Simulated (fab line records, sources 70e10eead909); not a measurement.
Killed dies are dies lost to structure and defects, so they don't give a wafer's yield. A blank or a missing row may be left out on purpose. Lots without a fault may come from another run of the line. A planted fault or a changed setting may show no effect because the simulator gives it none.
Chamber matching | flow nand_harc | NHARC_A_STAIRCASE_CMP_450 on cmp-01: 4 sister chambers
The step polishes SiO2, target thk 200 nm. 8 wafers are shown with their chamber, then 7 later ones without.

WAFERS WITH THEIR CHAMBER
wafer  | chamber | motor_current_A (A) | slurry_filter_dp_kPa (kPa)
L077.5 | 2       | 10.4                | 13.52
L081.2 | 3       | 10.0                | 13.34
L081.3 | 2       | 11.5                | 13.57
L089.3 | 3       | 11.5                | 13.43
L089.4 | 1       | 11.4                | 13.47
L089.5 | 0       | 11.7                | 13.29
L088.2 | 1       | 11.6                | 13.34
L088.3 | 0       | 11.4                | 13.48

WAFERS WITHOUT THEIR CHAMBER
wafer  | motor_current_A (A) | slurry_filter_dp_kPa (kPa)
L088.5 | 11.6                | 13.65
L091.1 | 12.7                | 13.69
L091.3 | 10.7                | 13.51
L091.4 | 12.4                | 13.36
L096.1 | 11.3                | 13.47
L096.5 | 11.3                | 13.53
L096.6 | 11.8                | 13.47

WHICH CHAMBER EACH WENT THROUGH
wafer  | from the rows above               | in truth
L088.5 | can't be placed: 2 or 1 or 0 or 3 | 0
L091.1 | can't be placed: 2 or 1 or 0 or 3 | 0
L091.3 | can't be placed: 2 or 3 or 1 or 0 | 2
L091.4 | can't be placed: 0 or 1 or 3 or 2 | 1
L096.1 | can't be placed: 1 or 2 or 0 or 3 | 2
L096.5 | can't be placed: 2 or 1 or 0 or 3 | 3
L096.6 | can't be placed: 1 or 0 or 2 or 3 | 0
Placed correctly: 0 of 7. Can't be placed from these rows: 7 (the true chamber is among the candidates in 7). Placed wrongly: 0.
How it was worked out, from the rows above alone: a wafer's distance from a chamber is the root of the sum, over the readings, of the square of ((its reading less the chamber's mean) divided by the reading's scatter). The wafer belongs to the nearest chamber; if the next one is less than 2 further off, it can't be placed. A chamber's mean is the mean of its shown wafers. The scatter: the root of (the sum of the squares of (reading less its chamber's mean) over the shown wafers, divided by (wafers less chambers)).
